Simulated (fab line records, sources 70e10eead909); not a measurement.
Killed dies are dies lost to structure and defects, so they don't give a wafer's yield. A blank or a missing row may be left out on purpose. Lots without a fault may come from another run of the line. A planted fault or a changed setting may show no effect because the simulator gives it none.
Chamber matching | flow nand_harc | NHARC_P_GATE_DEP_103 on pecvd-01: 3 sister chambers
The step deposits SiON, target thk 30 nm. 6 wafers are shown with their chamber, then 12 later ones without.

WAFERS WITH THEIR CHAMBER
wafer  | chamber | heater_power_w (W)
L086.5 | 2       | 728
L089.5 | 0       | 637
L089.6 | 1       | 690
L092.1 | 2       | 721
L092.3 | 1       | 732
L092.4 | 0       | 711

WAFERS WITHOUT THEIR CHAMBER
wafer  | heater_power_w (W)
L091.1 | 647
L091.2 | 723
L091.3 | 755
L091.4 | 653
L091.5 | 732
L091.6 | 723
L095.3 | 732
L095.5 | 716
L095.6 | 708
L097.1 | 691
L097.3 | 742
L097.4 | 689

WHICH CHAMBER EACH WENT THROUGH
wafer  | from the rows above          | in truth
L091.1 | can't be placed: 0 or 1 or 2 | 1
L091.2 | can't be placed: 2 or 1 or 0 | 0
L091.3 | can't be placed: 2 or 1 or 0 | 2
L091.4 | can't be placed: 0 or 1 or 2 | 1
L091.5 | can't be placed: 2 or 1 or 0 | 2
L091.6 | can't be placed: 2 or 1 or 0 | 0
L095.3 | can't be placed: 2 or 1 or 0 | 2
L095.5 | can't be placed: 1 or 2 or 0 | 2
L095.6 | can't be placed: 1 or 2 or 0 | 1
L097.1 | can't be placed: 0 or 1 or 2 | 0
L097.3 | can't be placed: 2 or 1 or 0 | 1
L097.4 | can't be placed: 0 or 1 or 2 | 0
Placed correctly: 0 of 12. Can't be placed from these rows: 12 (the true chamber is among the candidates in 12). Placed wrongly: 0.
How it was worked out, from the rows above alone: a wafer's distance from a chamber is the root of the sum, over the readings, of the square of ((its reading less the chamber's mean) divided by the reading's scatter). The wafer belongs to the nearest chamber; if the next one is less than 2 further off, it can't be placed. A chamber's mean is the mean of its shown wafers. The scatter: the root of (the sum of the squares of (reading less its chamber's mean) over the shown wafers, divided by (wafers less chambers)).
